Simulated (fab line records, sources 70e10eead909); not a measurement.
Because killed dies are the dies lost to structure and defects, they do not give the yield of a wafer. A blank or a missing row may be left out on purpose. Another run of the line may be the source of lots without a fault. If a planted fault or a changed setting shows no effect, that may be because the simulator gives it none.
fab line records | flow nand-harc
[record] lots = 7 | wafers = 21 | last-day = 33
route steps=1302 shown A_STAIRCASE@845
lots that met no fault: taken from a fault-free run of the same line
start-h: the number of hours between the record's first day and the start of the first shown wafer of the lot | wait-h: hours elapsed since this lot's preceding step | " same as the row above | L1.1+2: a row that stands for several wafers | - either no value or no given start | * or withheld: withheld | < > ~ a bound
route shown NAME@n: a module of which the file shows steps, and the number in the route of the first | usual: mean/standard deviation of fault-free wafers | same: alike in all rows | chamber/n: place in a boat | sites: the reading at each site | _std_site: how widely they spread, as a standard deviation | _edge_site: mean of outer sites minus mean of inner sites | radius-mm: how far each site lies from the wafer's centre | mask NAME#n: copy n | behind: tool/chamber where the wafer was last shaped | hold: reason for holding the lot/hours on hold/outcome of the hold | device: which transistor (n, p or np) failed to switch | end of line: the route-end tests of the same wafers | a step without rows: its recipe alone | killed: dies lost to structure and defects at the first sort, not the wafer's yield | map: dies across one wafer; x = killed, . = not, _ = none there
set.NAME: setting as actually run; set.NAME@STEP: the setting as run at that earlier step | model.NAME: the simulator's own value behind a step, which no gauge read
certain route steps with their lots: each step a table, each wafer a row
services: the hour from which a tool's chamber was out of use, counted from the record's first day as start-h (under 0 if before that day), plus the number of hours and why
[[steps]]
[step NHARC_A_STAIRCASE_WET_418]
[recipe] temp-c = 160 | target-depth-a = 200 | chemistry = H3PO4
[step NHARC_A_STAIRCASE_PRECLEAN_419]
[recipe] time-s = * | temp-c = 50 | bath-age-min = 0 | chemistry = SC1
[step NHARC_A_STAIRCASE_SRD_421]
[step NHARC_A_STAIRCASE_ALD_420]
[recipe] target-thk-a = 200 | pulse-time-s = 6 | ald-cycles = 200 | temp-c = 300 | material = SiO2
[usual] heater-power-w = 477/48 | precursor-pulse-height-rel = 1.001/0.021
lot.wafer | tool      | chamber | start-h | wait-h | heater-power-w | precursor-pulse-height-rel | since-wet-clean-h
L592.2    | ald-hk-04 | 3       | 406.71  | -      | 522            | 1.026                      | 142
L592.3    | "         | 1       | "       | "      | 538            | 1.020                      | 142
L592.1    | "         | 2       | "       | "      | 565            | 0.992                      | 142
L598.2    | ald-hk-04 | 2       | 478.24  | -      | 546            | 0.977                      | 35
L598.3    | "         | 0       | "       | "      | 544            | 1.006                      | 35
L598.5    | "         | 1       | "       | "      | 512            | 0.997                      | -
L603.1    | ald-hk-02 | 3       | 520.26  | -      | 477            | 0.971                      | 153
L603.3    | "         | 0       | "       | "      | 451            | 0.998                      | 154
L603.5    | "         | 0       | "       | "      | 445            | 0.985                      | -
L605.1    | ald-hk-04 | 2       | 527.76  | -      | 549            | 0.970                      | 85
L605.4    | "         | 0       | "       | "      | 551            | 0.990                      | 85
L605.6    | "         | 2       | "       | "      | 542            | 0.985                      | -
L604.1    | ald-hk-02 | 2       | 530.33  | -      | 430            | 0.976                      | 163
L604.3    | "         | 3       | "       | "      | 482            | 1.047                      | 164
L604.4    | "         | 0       | "       | "      | 447            | 1.002                      | 164
L612.1    | ald-hk-02 | 3       | 601.48  | -      | 455            | 0.981                      | 57
L612.4    | "         | 0       | "       | "      | 426            | 0.978                      | 57
L612.3    | "         | 2       | "       | "      | 451            | 1.015                      | 57
L613.3    | ald-hk-02 | 2       | 619.05  | -      | 445            | 1.037                      | 74
L613.4    | "         | 0       | "       | "      | 434            | 0.992                      | 75
L613.6    | "         | 2       | "       | "      | 450            | 1.015                      | -
[step NHARC_A_STAIRCASE_CVD_552]
[recipe] target-thk-a = 400 | temp-c = 700 | pressure-mtorr = 300 | material = SiNx
[step NHARC_A_STAIRCASE_DEP_151]
[recipe] target-thk-a = 72000 | temp-c = 400 | target-thk-nm = 7200 | teos-flow-sccm = 200 | rf-w = 500 | material = SiO2
[usual] heater-power-w = 605/71
lot.wafer | tool     | chamber | start-h | wait-h | heater-power-w | since-wet-clean-h
L592.3    | pecvd-01 | 2       | 414.85  | 0.4    | 613            | 91
L592.1    | "        | 0       | "       | "      | 614            | 91
L592.2    | "        | 1       | "       | "      | 615            | 91
L598.2    | pecvd-03 | 2       | 486.69  | 0.4    | 585            | 107
L598.3    | "        | 1       | "       | "      | 664            | 107
L598.5    | "        | 2       | "       | "      | 544            | -
L603.1    | pecvd-01 | 1       | 528.42  | 0.4    | 582            | 23
L603.3    | "        | 2       | "       | "      | 644            | 24
L603.5    | "        | 2       | "       | "      | 538            | -
L605.1    | pecvd-03 | 0       | 535.77  | 0.4    | 668            | 156
L605.4    | "        | 0       | "       | "      | 649            | -
L605.6    | "        | 2       | "       | "      | 538            | -
L604.1    | pecvd-01 | 0       | 535.91  | 0.5    | 560            | 31
L604.3    | "        | 1       | "       | "      | 512            | -
L604.4    | "        | 0       | "       | "      | 529            | -
L612.3    | pecvd-03 | 0       | 609.58  | 0.4    | 762            | 49
L612.1    | "        | 2       | "       | "      | 620            | 49
L612.4    | "        | 1       | "       | "      | 578            | -
L613.3    | pecvd-01 | 0       | 627.23  | 0.6    | 668            | 122
L613.4    | "        | 1       | "       | "      | 520            | -
L613.6    | "        | 0       | "       | "      | 524            | -
[step NHARC_A_STAIRCASE_ANNEAL_320]
[recipe] temp-c = 750 | time-s = 1800
[step NHARC_A_STAIRCASE_DEP_322]
[recipe] target-thk-a = 72000 | temp-c = 400 | target-thk-nm = 7200 | teos-flow-sccm = 200 | rf-w = 500 | material = SiO2
[usual] heater-power-w = 609/72
lot.wafer | tool     | chamber | start-h | wait-h | heater-power-w | since-wet-clean-h
L592.2    | pecvd-01 | 0       | 420.20  | 0.1    | 607            | 96
L592.1    | "        | 1       | "       | "      | 592            | 96
L592.3    | "        | 2       | "       | "      | 558            | 96
L598.2    | pecvd-02 | 1       | 495.83  | 0.2    | 693            | 75
L598.3    | "        | 2       | "       | "      | 648            | 75
L598.5    | "        | 2       | "       | "      | 634            | -
L603.1    | pecvd-03 | 0       | 537.56  | 0.2    | 765            | 158
L603.3    | "        | 1       | "       | "      | 700            | 158
L603.5    | "        | 2       | "       | "      | 535            | -
L604.1    | pecvd-02 | 2       | 543.44  | 0.1    | 780            | 123
L604.3    | "        | 1       | "       | "      | 736            | 123
L604.4    | "        | 2       | "       | "      | 623            | -
L605.1    | pecvd-03 | 2       | 543.54  | 0.2    | 537            | 164
L605.4    | "        | 1       | "       | "      | 566            | -
L605.6    | "        | 2       | "       | "      | 537            | -
L612.1    | pecvd-01 | 0       | 617.06  | 0.2    | 548            | 112
L612.3    | "        | 1       | "       | "      | 649            | 112
L612.4    | "        | 2       | "       | "      | 525            | -
L613.3    | pecvd-03 | 0       | 636.41  | 0.3    | 638            | 76
L613.6    | "        | 2       | "       | "      | 564            | -
L613.4    | "        | 0       | "       | "      | 671            | -
[step NHARC_A_STAIRCASE_ANNEAL_323]
[recipe] temp-c = 750 | time-s = 1800
[step NHARC_A_STAIRCASE_DEP_325]
[recipe] target-thk-a = 72000 | temp-c = 400 | target-thk-nm = 7200 | teos-flow-sccm = 200 | rf-w = 500 | material = SiO2
[usual] heater-power-w = 616/70
lot.wafer | tool     | chamber | start-h | wait-h | heater-power-w | since-wet-clean-h
L592.3    | pecvd-03 | 0       | 428.05  | 0.1    | 756            | 49
L592.2    | "        | 1       | "       | "      | 582            | 49
L592.1    | "        | 2       | "       | "      | 616            | 49
L598.2    | pecvd-02 | 1       | 504.98  | 0.1    | 699            | 84
L598.3    | "        | 0       | "       | "      | 639            | 84
L598.5    | "        | 0       | "       | "      | 545            | -
L603.3    | pecvd-03 | 2       | 546.79  | 0.1    | 680            | 167
L603.1    | "        | 0       | "       | "      | 732            | 167
L603.5    | "        | 1       | "       | "      | 567            | -
L604.3    | pecvd-02 | 0       | 551.35  | 0.1    | 620            | 130
L604.1    | "        | 1       | "       | "      | 729            | 131
L604.4    | "        | 0       | "       | "      | 547            | -
L605.1    | pecvd-01 | 2       | 551.54  | 0.3    | 619            | 47
L605.4    | "        | 0       | "       | "      | 532            | -
L605.6    | "        | 2       | "       | "      | 523            | -
L612.1    | pecvd-02 | 0       | 625.41  | 0.2    | 560            | 23
L612.3    | "        | 1       | "       | "      | 712            | 24
L612.4    | "        | 1       | "       | "      | 611            | -
L613.3    | pecvd-03 | 0       | 644.90  | 0.3    | 699            | 84
L613.6    | "        | 1       | "       | "      | 565            | -
L613.4    | "        | 2       | "       | "      | 590            | -
[step NHARC_A_STAIRCASE_ANNEAL_326]
[recipe] temp-c = 750 | time-s = 1800
[usual] run-length-s = 1826/7.3 | spike-tc-bottom-C = 770.5/1.3 | spike-tc-top-C = 765.7/2.2 | zone-power-lower-pct = 12.2/0.48
lot.wafer | tool       | chamber | start-h | wait-h | run-length-s | spike-tc-bottom-C | spike-tc-top-C | zone-power-lower-pct
L592.1    | furnace-07 | 0       | 434.37  | -      | 1824         | 769.1             | 767.3          | 12.3
L592.2    | "          | 0       | "       | "      | 1824         | 769.9             | 769.0          | 12.4
L592.3    | "          | 0       | "       | "      | 1824         | 770.3             | 769.2          | 12.5
L598.2    | furnace-06 | 0       | 510.17  | -      | 1812         | 769.8             | 763.5          | 12.8
L598.3    | "          | 0       | "       | "      | 1812         | 772.2             | 762.0          | 12.9
L598.5    | "          | 0       | "       | "      | 1812         | 768.9             | 762.6          | 13.2
L603.1    | furnace-06 | -       | 554.95  | -      | -            | -                 | -              | -
L603.3    | "          | -       | "       | "      | -            | -                 | -              | -
L603.5    | "          | -       | "       | "      | -            | -                 | -              | -
L604.1    | furnace-06 | -       | 554.95  | -      | -            | -                 | -              | -
L604.3    | "          | -       | "       | "      | -            | -                 | -              | -
L604.4    | "          | -       | "       | "      | -            | -                 | -              | -
L605.1    | furnace-06 | -       | 554.95  | -      | -            | -                 | -              | -
L605.4    | "          | -       | "       | "      | -            | -                 | -              | -
L605.6    | "          | -       | "       | "      | -            | -                 | -              | -
L612.1    | furnace-01 | 0       | 632.70  | -      | 1822         | 772.7             | 766.2          | 11.7
L612.3    | "          | 0       | "       | "      | 1822         | 769.4             | 765.0          | 11.7
L612.4    | "          | 0       | "       | "      | 1822         | 770.4             | 767.9          | 11.9
L613.3    | furnace-07 | 0       | 649.16  | -      | 1834         | 770.5             | 767.7          | 12.3
L613.4    | "          | 0       | "       | "      | 1834         | 770.3             | 768.7          | 12.4
L613.6    | "          | 0       | "       | "      | 1834         | 771.0             | 767.6          | 12.3
[[services]]
tool       | chamber | start-h | hours | kind
furnace-07 | -       | 390.01  | 26.0  | pm
pecvd-02   | 1       | 397.50  | 6.1   | repair
pecvd-02   | -       | 408.00  | 13.0  | pm
ald-hk-04  | -       | 433.46  | 10.0  | pm
pecvd-01   | -       | 459.76  | 1.4   | repair
pecvd-02   | 1       | 464.95  | 13.5  | repair
ald-hk-04  | -       | 468.00  | 1.5   | repair
pecvd-01   | -       | 478.88  | 1.2   | repair
pecvd-01   | -       | 492.07  | 13.0  | pm
pecvd-03   | -       | 521.54  | 1.5   | repair
ald-hk-02  | -       | 526.95  | 2.3   | repair
pecvd-01   | 2       | 530.74  | 6.2   | repair
ald-hk-02  | -       | 535.14  | 10.0  | pm
furnace-01 | -       | 538.97  | 27.9  | repair
pecvd-03   | -       | 547.83  | 13.0  | pm
pecvd-03   | 0       | 547.83  | 13.0  | vent-cycle
pecvd-03   | 1       | 547.83  | 13.0  | vent-cycle
pecvd-03   | 2       | 547.83  | 13.0  | vent-cycle
pecvd-03   | 0       | 560.83  | -     | clean
pecvd-01   | 1       | 572.70  | 4.7   | repair
pecvd-02   | -       | 589.11  | 13.0  | pm
pecvd-01   | 0       | 605.57  | 3.9   | repair
ald-hk-04  | -       | 611.46  | 10.0  | pm
pecvd-02   | -       | 636.68  | 1.6   | repair
[[key]]
[first-sign] step = NHARC_A_STAIRCASE_ANNEAL_326 | reading = tool-record | direction = missing
effect none on later readings
met-at NHARC_A_STAIRCASE_ANNEAL_326
struck-wafers L603.1,L603.3,L603.5,L604.1,L604.3,L604.4,L605.1,L605.4,L605.6
later-rows-left-out L603.1,L603.3,L603.5,L604.1,L604.3,L604.4,L605.1,L605.4,L605.6
sort-left-out L603.1,L603.3,L603.5,L604.1,L604.3,L604.4,L605.1,L605.4,L605.6
tester-left-out L603,L604,L605
onset-between 510.17 554.95
[fault] kind = skipped-step-whole | tool = furnace-06 | chamber = - | onset-h = 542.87 | steps = NHARC_A_STAIRCASE_ANNEAL_326 | scope = struck-lots-only
// tester-left-out: of these lots the tester's yield and bins aren't shown, on N5 and GAA mostly nor the transistor test; their killed dies are dies lost to structure and defects alone, not to doping, threshold or leakage, so they don't give the yield
// sort-left-out: the simulated sort isn't trusted on such a fault, so these wafers' sort isn't shown, and their yield isn't known
// later-rows-left-out: the simulator's readings of these wafers behind a module that went badly wrong aren't trusted and aren't shown, but for the sort
